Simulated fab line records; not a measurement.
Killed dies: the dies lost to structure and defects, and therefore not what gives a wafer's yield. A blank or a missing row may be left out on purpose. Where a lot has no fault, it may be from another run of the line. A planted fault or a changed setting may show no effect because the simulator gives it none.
Which tool did it? | flow n5 finfet | 19 lots with 57 wafers sampled at 6 steps, on a route of 1938 steps

WHAT THE GAUGES READ, wafer by wafer
The record lacks any reading of a measuring or inspecting step that a usual standard deviation could be used to judge.

TOOL THAT RAN EACH LOT (tool first, then ch and the chambers of the sampled wafers, then the start)
lot  | N5_MOL_CONTACT_COAG_ETCH_124       | N5_MOL_CONTACT_COAG_STRIP_72       | N5_BEOL_M0_SAQP_DESCUM_19          | N5_BEOL_M0_SAQP_STRIP_108          | N5_BEOL_M0_SAQP_SPACER2_ALD_26    | N5_BEOL_M0_SAQP_STRIP_75
L075 | rie diel-02 ch 0,1,3, day 5 16:25  | rie diel-02 ch 0,1,3, day 5 16:31  | rie diel-04 ch 1,2, day 5 22:13    | rie diel-05 ch 0,2, day 6 00:43    | ald sin-02 ch 0,1,3, day 6 00:58  | rie diel-04 ch 1,3, day 6 03:07
L076 | rie diel-02 ch 2,3, day 5 18:47    | rie diel-02 ch 2,3, day 5 18:53    | rie diel-05 ch 1,3, day 6 01:05    | rie diel-01 ch 0,3, day 6 03:29    | ald sin-02 ch 0,1, day 6 03:55    | rie diel-04 ch 1,2,3, day 6 06:15
L077 | rie diel-02 ch 0,1,2, day 6 01:12  | rie diel-02 ch 0,1,2, day 6 01:17  | rie diel-05 ch 0,3, day 6 07:29    | rie diel-01 ch 0,2,3, day 6 10:05  | ald sin-01 ch 0,1, day 6 10:17    | rie diel-05 ch 2,3, day 6 12:38
L079 | rie diel-03 ch 0,1,2, day 6 19:23  | rie diel-03 ch 0,1,2, day 6 19:29  | rie diel-05 ch 0,2,3, day 7 02:50  | rie diel-05 ch 0,3, day 7 05:12    | ald sin-04 ch 0,2, day 7 05:24    | rie diel-01 ch 0,3, day 7 07:55
L080 | rie diel-03 ch 0,1,2, day 6 23:58  | rie diel-03 ch 0,1,2, day 7 00:04  | rie diel-04 ch 0,2,3, day 7 06:20  | rie diel-05 ch 0,3, day 7 09:32    | ald sin-02 ch 0,1,3, day 7 09:44  | rie diel-05 ch 2,3, day 7 12:32
L081 | rie diel-02 ch 1,2,3, day 7 04:03  | rie diel-02 ch 1,2,3, day 7 04:08  | rie diel-05 ch 0,1,3, day 7 09:37  | rie diel-01 ch 2,3, day 7 12:20    | ald sin-02 ch 0,1,3, day 7 12:41  | rie diel-05 ch 0,2,3, day 7 15:05
L082 | rie diel-06 ch 0,1, day 7 07:26    | rie diel-06 ch 0,1, day 7 07:31    | rie diel-01 ch 1,2,3, day 7 13:08  | rie diel-01 ch 0,2,3, day 7 15:30  | ald sin-04 ch 0,1, day 7 15:42    | rie diel-04 ch 0,1,2, day 7 17:55
L083 | rie diel-02 ch 0,2,3, day 7 10:50  | rie diel-02 ch 0,2,3, day 7 10:56  | rie diel-01 ch 1,2,3, day 7 17:53  | rie diel-04 ch 0,1,3, day 7 20:19  | ald sin-01 ch 1,2,3, day 7 20:33  | rie diel-04 ch 0,1,3, day 7 23:37
L084 | rie diel-06 ch 0,1, day 7 14:10    | rie diel-06 ch 0,1, day 7 14:15    | rie diel-05 ch 1,2,3, day 8 06:07  | rie diel-05 ch 0,2,3, day 8 09:01  | ald sin-04 ch 0,3, day 8 09:14    | rie diel-01 ch 1,2,3, day 8 11:53
L085 | rie diel-06 ch 0,1,2, day 7 23:02  | rie diel-06 ch 0,1,2, day 7 23:07  | rie diel-01 ch 1,2, day 8 06:02    | rie diel-04 ch 1,3, day 8 08:25    | ald sin-04 ch 2,3, day 8 08:37    | rie diel-05 ch 1,3, day 8 11:35
L087 | rie diel-06 ch 0,3, day 8 06:52    | rie diel-06 ch 0,3, day 8 06:57    | rie diel-05 ch 1,2,3, day 8 14:05  | rie diel-01 ch 0,1, day 8 17:00    | ald sin-04 ch 0,3, day 8 17:13    | rie diel-04 ch 1,2, day 8 19:26
L088 | rie diel-03 ch 2,3, day 8 19:46    | rie diel-03 ch 2,3, day 8 19:51    | rie diel-05 ch 1,2, day 9 01:19    | rie diel-04 ch 0,1,2, day 9 04:10  | ald sin-02 ch 0,1, day 9 04:22    | rie diel-04 ch 0,2, day 9 06:50
L090 | rie diel-06 ch 0,1,3, day 9 15:04  | rie diel-06 ch 0,1,3, day 9 15:10  | rie diel-05 ch 0,2, day 9 21:56    | rie diel-01 ch 0,3, day 10 00:21   | ald sin-01 ch 0,1,3, day 10 00:52 | rie diel-01 ch 0,3, day 10 02:58
L092 | rie diel-06 ch 1,2,3, day 9 16:10  | rie diel-06 ch 1,2,3, day 9 16:16  | rie diel-04 ch 1,2,3, day 10 01:28 | rie diel-04 ch 1,2,3, day 10 04:05 | ald sin-01 ch 0,1,3, day 10 04:22 | rie diel-04 ch 1,2,3, day 10 06:41
L091 | rie diel-03 ch 1,2,3, day 9 17:19  | rie diel-03 ch 1,2,3, day 9 17:25  | rie diel-05 ch 0,1,2, day 10 01:39 | rie diel-04 ch 1,2,3, day 10 04:24 | ald sin-01 ch 0,1,3, day 10 05:12 | rie diel-05 ch 1,2,3, day 10 07:51
L093 | rie diel-03 ch 0,1,2, day 9 23:38  | rie diel-03 ch 0,1,2, day 9 23:44  | rie diel-04 ch 1,3, day 10 05:28   | rie diel-04 ch 1,3, day 10 08:00   | ald sin-01 ch 0,2,3, day 10 08:13 | rie diel-04 ch 0,1,2, day 10 10:38
L094 | rie diel-03 ch 2,3, day 10 09:46   | rie diel-03 ch 2,3, day 10 09:52   | rie diel-01 ch 0,1,2, day 10 17:37 | rie diel-05 ch 1,2, day 10 20:56   | ald sin-01 ch 0,1,2, day 10 21:11 | rie diel-01 ch 0,1, day 10 23:17
L095 | rie diel-06 ch 0,2, day 10 23:35   | rie diel-06 ch 0,2, day 10 23:40   | rie diel-05 ch 0,2,3, day 11 06:09 | rie diel-04 ch 0,2,3, day 11 09:07 | ald sin-01 ch 0,1,3, day 11 09:19 | rie diel-01 ch 0,1,3, day 11 11:32
L096 | rie diel-06 ch 0,1,3, day 11 11:04 | rie diel-06 ch 0,1,3, day 11 11:09 | rie diel-01 ch 0,3, day 11 19:15   | rie diel-01 ch 0,1,3, day 11 21:57 | ald sin-01 ch 0,1,2, day 11 22:12 | rie diel-01 ch 0,1,3, day 12 00:27
- N5_MOL_CONTACT_COAG_ETCH_124: etches SiNx in CH3F/O2, stops on SiOC, target depth 6.5 nm.
- N5_MOL_CONTACT_COAG_STRIP_72: strips in N2/H2.
- N5_BEOL_M0_SAQP_DESCUM_19: chemistry O2, time 7.9 s.
- N5_BEOL_M0_SAQP_STRIP_108: strips in N2/H2.
- N5_BEOL_M0_SAQP_SPACER2_ALD_26: deposits SiO2, target thk 15 nm, pulse time 1 s, purge time 2 s.
- N5_BEOL_M0_SAQP_STRIP_75: strips in CF4.

WHAT THE TOOLS THEMSELVES READ (means of the sampled wafers that have a number; where no wafer has one, the mark that the record gives instead)
N5_MOL_CONTACT_COAG_ETCH_124. Usual: drypump motor current A 5.6 A, standard deviation 0.52; mfc ar sccm 149.9 sccm, standard deviation 0.4; oes product au 0.71 a.u., standard deviation 0.055; rf vpp V 298 V, standard deviation 6; showerhead plenum p Torr 2.00 Torr, standard deviation 0.056; throttle valve pct 16.25 %, standard deviation 0.23.
lot  | tool        | drypump motor current A (A) | mfc ar sccm (sccm) | oes product au (a.u.) | rf vpp V (V) | showerhead plenum p Torr (Torr) | throttle valve pct (%) | flag
L075 | rie diel-02 | 5.3                         | 149.9              | 0.70                  | 295          | 2.03                            | 16.39                  |
L076 | rie diel-02 | 5.3                         | 150.1              | 0.73                  | 291          | 2.05                            | 16.35                  |
L077 | rie diel-02 | 5.2                         | 150.2              | 0.74                  | 292          | 1.98                            | 16.40                  |
L079 | rie diel-03 | 5.7                         | 149.8              | 0.75                  | 302          | 2.07                            | 15.90                  |
L080 | rie diel-03 | 5.8                         | 150.1              | 0.75                  | 301          | 2.07                            | 15.91                  |
L081 | rie diel-02 | 5.2                         | 150.2              | 0.74                  | 293          | 2.01                            | 16.37                  |
L082 | rie diel-06 | 5.7                         | 149.6              | 0.72                  | 297          | 1.95                            | 16.40                  |
L083 | rie diel-02 | 5.3                         | 150.4              | 0.69                  | 291          | 2.02                            | 16.42                  |
L084 | rie diel-06 | 5.8                         | 149.9              | 0.71                  | 298          | 1.95                            | 16.39                  |
L085 | rie diel-06 | 5.5                         | 149.8              | 0.70                  | 299          | 1.94                            | 16.38                  |
L087 | rie diel-06 | 6.5                         | 149.8              | 0.71                  | 296          | 2.01                            | 16.42                  |
L088 | rie diel-03 | 5.7                         | 150.0              | 0.70                  | 293          | 2.02                            | 15.98                  |
L090 | rie diel-06 | 5.9                         | 150.1              | 0.68                  | 299          | 1.96                            | 16.44                  |
L092 | rie diel-06 | 5.6                         | 149.7              | 0.67                  | 301          | 1.96                            | 16.43                  |
L091 | rie diel-03 | 5.9                         | 149.6              | 0.70                  | 299          | 2.02                            | 16.03                  |
L093 | rie diel-03 | 5.7                         | 149.6              | 0.73                  | 302          | 2.06                            | 15.95                  |
L094 | rie diel-03 | 5.9                         | 149.5              | 0.66                  | 294          | 2.01                            | 16.03                  |
L095 | rie diel-06 | 5.9                         | 150.0              | 0.71                  | 295          | 1.95                            | 16.41                  |
L096 | rie diel-06 | 5.9                         | 150.2              | 0.66                  | 299          | 1.96                            | 16.48                  |

N5_MOL_CONTACT_COAG_STRIP_72. Usual: drypump motor current A 5.6 A, standard deviation 0.53; n2 flow sccm 200.0 sccm, standard deviation 0.61; oes product au 0.82 a.u., standard deviation 0.068; rf vpp V 59.0 V, standard deviation 2; showerhead plenum p Torr 2.53 Torr, standard deviation 0.077; throttle valve pct 23.5 %, standard deviation 0.36.
lot  | tool        | drypump motor current A (A) | n2 flow sccm (sccm) | oes product au (a.u.) | rf vpp V (V) | showerhead plenum p Torr (Torr) | throttle valve pct (%) | flag
L075 | rie diel-02 | 5.3                         | 199.8               | 0.82                  | 57.8         | 2.56                            | 23.6                   |
L076 | rie diel-02 | 5.3                         | 199.6               | 0.86                  | 60.9         | 2.61                            | 23.7                   |
L077 | rie diel-02 | 5.2                         | 200.0               | 0.86                  | 60.8         | 2.51                            | 23.9                   |
L079 | rie diel-03 | 5.7                         | 200.2               | 0.89                  | 59.1         | 2.62                            | 23.0                   |
L080 | rie diel-03 | 5.7                         | 199.8               | 0.88                  | 58.7         | 2.62                            | 23.1                   |
L081 | rie diel-02 | 5.2                         | 200.2               | 0.86                  | 59.4         | 2.54                            | 23.8                   |
L082 | rie diel-06 | 5.8                         | 199.6               | 0.84                  | 60.1         | 2.46                            | 23.5                   |
L083 | rie diel-02 | 5.3                         | 199.6               | 0.82                  | 58.4         | 2.56                            | 23.9                   |
L084 | rie diel-06 | 5.8                         | 200.0               | 0.84                  | 57.2         | 2.46                            | 23.5                   |
L085 | rie diel-06 | 5.5                         | 199.9               | 0.82                  | 59.3         | 2.45                            | 23.5                   |
L087 | rie diel-06 | 6.5                         | 200.0               | 0.81                  | 61.1         | 2.54                            | 23.9                   |
L088 | rie diel-03 | 5.7                         | 199.9               | 0.84                  | 60.5         | 2.57                            | 23.2                   |
L090 | rie diel-06 | 5.9                         | 200.1               | 0.79                  | 56.7         | 2.48                            | 23.8                   |
L092 | rie diel-06 | 5.6                         | 200.0               | 0.77                  | 59.3         | 2.48                            | 23.7                   |
L091 | rie diel-03 | 5.9                         | 199.9               | 0.84                  | 59.4         | 2.56                            | 23.4                   |
L093 | rie diel-03 | 5.8                         | 200.4               | 0.85                  | 58.4         | 2.61                            | 23.1                   |
L094 | rie diel-03 | 5.9                         | 200.6               | 0.79                  | 58.5         | 2.54                            | 23.5                   |
L095 | rie diel-06 | 6.0                         | 200.2               | 0.84                  | 57.0         | 2.46                            | 23.5                   |
L096 | rie diel-06 | 5.9                         | 200.0               | 0.77                  | 60.9         | 2.48                            | 23.8                   |

N5_BEOL_M0_SAQP_DESCUM_19. Usual: drypump motor current A 5.6 A, standard deviation 0.31; oes product au 0.76 a.u., standard deviation 0.084; rf vpp V 243.4 V, standard deviation 1.3; showerhead plenum p Torr 2.11 Torr, standard deviation 0.06; throttle valve pct 20.41 %, standard deviation 0.21.
lot  | tool        | drypump motor current A (A) | oes product au (a.u.) | rf vpp V (V) | showerhead plenum p Torr (Torr) | throttle valve pct (%) | flag
L075 | rie diel-04 | 6.3                         | 0.78                  | 243.6        | 2.13                            | 20.35                  |
L076 | rie diel-05 | 5.3                         | 0.74                  | 242.8        | 2.10                            | 20.32                  |
L077 | rie diel-05 | 5.5                         | 0.77                  | 243.7        | 2.14                            | 20.49                  |
L079 | rie diel-05 | 5.6                         | 0.78                  | 244.1        | 2.14                            | 20.45                  |
L080 | rie diel-04 | 5.9                         | 0.78                  | 244.2        | 2.12                            | 20.32                  |
L081 | rie diel-05 | 5.4                         | 0.79                  | 243.4        | 2.14                            | 20.38                  |
L082 | rie diel-01 | 5.5                         | 0.72                  | 243.0        | 2.06                            | 20.53                  |
L083 | rie diel-01 | 5.5                         | 0.72                  | 242.8        | 2.06                            | 20.53                  |
L084 | rie diel-05 | 5.6                         | 0.71                  | 242.7        | 2.09                            | 20.41                  |
L085 | rie diel-01 | 5.5                         | 0.72                  | 242.6        | 2.08                            | 20.56                  |
L087 | rie diel-05 | 5.5                         | 0.71                  | 243.2        | 2.09                            | 20.42                  |
L088 | rie diel-05 | 5.6                         | 0.72                  | 242.5        | 2.09                            | 20.38                  |
L090 | rie diel-05 | 5.7                         | 0.77                  | 244.8        | 2.12                            | 20.44                  |
L092 | rie diel-04 | 6.1                         | 0.83                  | 244.0        | 2.11                            | 20.25                  |
L091 | rie diel-05 | 5.5                         | 0.77                  | 244.0        | 2.13                            | 20.37                  |
L093 | rie diel-04 | 6.2                         | 0.77                  | 244.3        | 2.14                            | 20.48                  |
L094 | rie diel-01 | 5.4                         | 0.74                  | 242.8        | 2.08                            | 20.57                  |
L095 | rie diel-05 | 5.6                         | 0.74                  | 243.9        | 2.13                            | 20.49                  |
L096 | rie diel-01 | 5.6                         | 0.74                  | 241.8        | 2.04                            | 20.35                  |

N5_BEOL_M0_SAQP_STRIP_108. Usual: drypump motor current A 5.7 A, standard deviation 0.33; n2 flow sccm 299.9 sccm, standard deviation 0.87; oes product au 0.78 a.u., standard deviation 0.093; rf vpp V 122.0 V, standard deviation 0.85; showerhead plenum p Torr 3.37 Torr, standard deviation 0.085; throttle valve pct 18.80 %, standard deviation 0.23.
lot  | tool        | drypump motor current A (A) | n2 flow sccm (sccm) | oes product au (a.u.) | rf vpp V (V) | showerhead plenum p Torr (Torr) | throttle valve pct (%) | flag
L075 | rie diel-05 | 5.7                         | 299.9               | 0.81                  | 122.9        | 3.42                            | 18.74                  |
L076 | rie diel-01 | 5.6                         | 300.1               | 0.78                  | 121.8        | 3.29                            | 18.69                  |
L077 | rie diel-01 | 5.5                         | 300.2               | 0.76                  | 121.6        | 3.32                            | 18.91                  |
L079 | rie diel-05 | 5.5                         | 299.8               | 0.77                  | 121.6        | 3.41                            | 18.60                  |
L080 | rie diel-05 | 5.5                         | 299.5               | 0.76                  | 122.1        | 3.41                            | 18.62                  |
L081 | rie diel-01 | 5.5                         | 300.1               | 0.71                  | 121.0        | 3.29                            | 19.15                  |
L082 | rie diel-01 | 5.5                         | 300.2               | 0.75                  | 121.2        | 3.31                            | 18.91                  |
L083 | rie diel-04 | 6.0                         | 299.2               | 0.70                  | 122.1        | 3.45                            | 19.10                  |
L084 | rie diel-05 | 5.6                         | 300.7               | 0.77                  | 121.2        | 3.41                            | 18.69                  |
L085 | rie diel-04 | 6.0                         | 298.7               | 0.68                  | 122.7        | 3.45                            | 19.19                  |
L087 | rie diel-01 | 5.4                         | 299.0               | 0.80                  | 122.3        | 3.37                            | 18.67                  |
L088 | rie diel-04 | 6.1                         | 300.0               | 0.76                  | 122.1        | 3.40                            | 18.86                  |
L090 | rie diel-01 | 5.5                         | 300.0               | 0.76                  | 121.4        | 3.27                            | 18.75                  |
L092 | rie diel-04 | 6.1                         | 300.9               | 0.83                  | 123.3        | 3.39                            | 18.83                  |
L091 | rie diel-04 | 6.1                         | 299.9               | 0.84                  | 122.4        | 3.39                            | 18.81                  |
L093 | rie diel-04 | 6.1                         | 300.9               | 0.76                  | 122.6        | 3.43                            | 18.97                  |
L094 | rie diel-05 | 5.7                         | 300.0               | 0.71                  | 122.1        | 3.33                            | 18.83                  |
L095 | rie diel-04 | 5.9                         | 299.7               | 0.91                  | 122.4        | 3.40                            | 18.72                  |
L096 | rie diel-01 | 5.5                         | 300.2               | 0.74                  | 121.5        | 3.31                            | 18.75                  |

N5_BEOL_M0_SAQP_SPACER2_ALD_26. Usual: heater power w 484 W, standard deviation 59; precursor pulse height rel 0.999, standard deviation 0.02.
lot  | tool       | heater power w (W) | precursor pulse height rel | flag
L075 | ald sin-02 | 521                | 1.010                      |
L076 | ald sin-02 | 540                | 0.990                      |
L077 | ald sin-01 | 492                | 0.982                      |
L079 | ald sin-04 | 437                | 0.996                      |
L080 | ald sin-02 | 532                | 1.011                      |
L081 | ald sin-02 | 526                | 1.007                      |
L082 | ald sin-04 | 516                | 1.018                      |
L083 | ald sin-01 | 432                | 0.996                      |
L084 | ald sin-04 | 501                | 0.998                      |
L085 | ald sin-04 | 461                | 1.002                      |
L087 | ald sin-04 | 491                | 0.982                      |
L088 | ald sin-02 | 538                | 1.007                      |
L090 | ald sin-01 | 460                | 0.996                      |
L092 | ald sin-01 | 463                | 1.019                      |
L091 | ald sin-01 | 454                | 1.006                      |
L093 | ald sin-01 | 458                | 0.995                      |
L094 | ald sin-01 | 490                | 0.983                      |
L095 | ald sin-01 | 457                | 0.999                      |
L096 | ald sin-01 | 491                | 0.998                      |

N5_BEOL_M0_SAQP_STRIP_75. Usual: drypump motor current A 5.7 A, standard deviation 0.34; oes product au 0.177 a.u., standard deviation 0.019; rf vpp V 271.4 V, standard deviation 1.2; showerhead plenum p Torr 1.80 Torr, standard deviation 0.05; throttle valve pct 13.56 %, standard deviation 0.27.
lot  | tool        | drypump motor current A (A) | oes product au (a.u.) | rf vpp V (V) | showerhead plenum p Torr (Torr) | throttle valve pct (%) | flag
L075 | rie diel-04 | 6.0                         | 0.163                 | 272.8        | 1.85                            | 13.87                  |
L076 | rie diel-04 | 6.1                         | 0.178                 | 271.4        | 1.82                            | 13.55                  |
L077 | rie diel-05 | 5.8                         | 0.166                 | 271.3        | 1.78                            | 13.66                  |
L079 | rie diel-01 | 5.6                         | 0.177                 | 270.1        | 1.76                            | 13.44                  |
L080 | rie diel-05 | 5.7                         | 0.165                 | 271.2        | 1.77                            | 13.69                  |
L081 | rie diel-05 | 5.6                         | 0.180                 | 271.8        | 1.82                            | 13.59                  |
L082 | rie diel-04 | 6.0                         | 0.175                 | 272.0        | 1.81                            | 13.53                  |
L083 | rie diel-04 | 5.9                         | 0.160                 | 272.9        | 1.85                            | 13.86                  |
L084 | rie diel-01 | 5.5                         | 0.168                 | 270.7        | 1.76                            | 13.71                  |
L085 | rie diel-05 | 5.5                         | 0.169                 | 270.8        | 1.78                            | 13.60                  |
L087 | rie diel-04 | 6.2                         | 0.188                 | 271.3        | 1.78                            | 13.28                  |
L088 | rie diel-04 | 5.9                         | 0.175                 | 271.3        | 1.81                            | 13.55                  |
L090 | rie diel-01 | 5.4                         | 0.182                 | 271.7        | 1.78                            | 13.49                  |
L092 | rie diel-04 | 6.1                         | 0.190                 | 271.8        | 1.81                            | 13.43                  |
L091 | rie diel-05 | 5.6                         | 0.165                 | 271.0        | 1.78                            | 13.60                  |
L093 | rie diel-04 | 6.0                         | 0.198                 | 271.8        | 1.81                            | 13.40                  |
L094 | rie diel-01 | 5.4                         | 0.176                 | 270.7        | 1.80                            | 13.61                  |
L095 | rie diel-01 | 5.4                         | 0.174                 | 270.9        | 1.77                            | 13.57                  |
L096 | rie diel-01 | 5.5                         | 0.171                 | 270.4        | 1.77                            | 13.57                  |

THE ANSWER, worked out from the rows above alone
Rule: a lot is off if the mean of its wafers that have a number lies more than 3 standard deviations from the usual mean. A lot without any number at a reading at which 4 lots or more have one is off too. Any other lot the step has rows for is counted as sound. First the gauges in route order, then the tools' own readings, where a lot's mean is used as printed above. At the first step where some lot is off, the reading lying furthest off is the one used; lots without a number count as furthest.
No lot is off at any reading shown: from this, nothing can be told.

WHAT HAD BEEN PUT IN BY THE SIMULATOR
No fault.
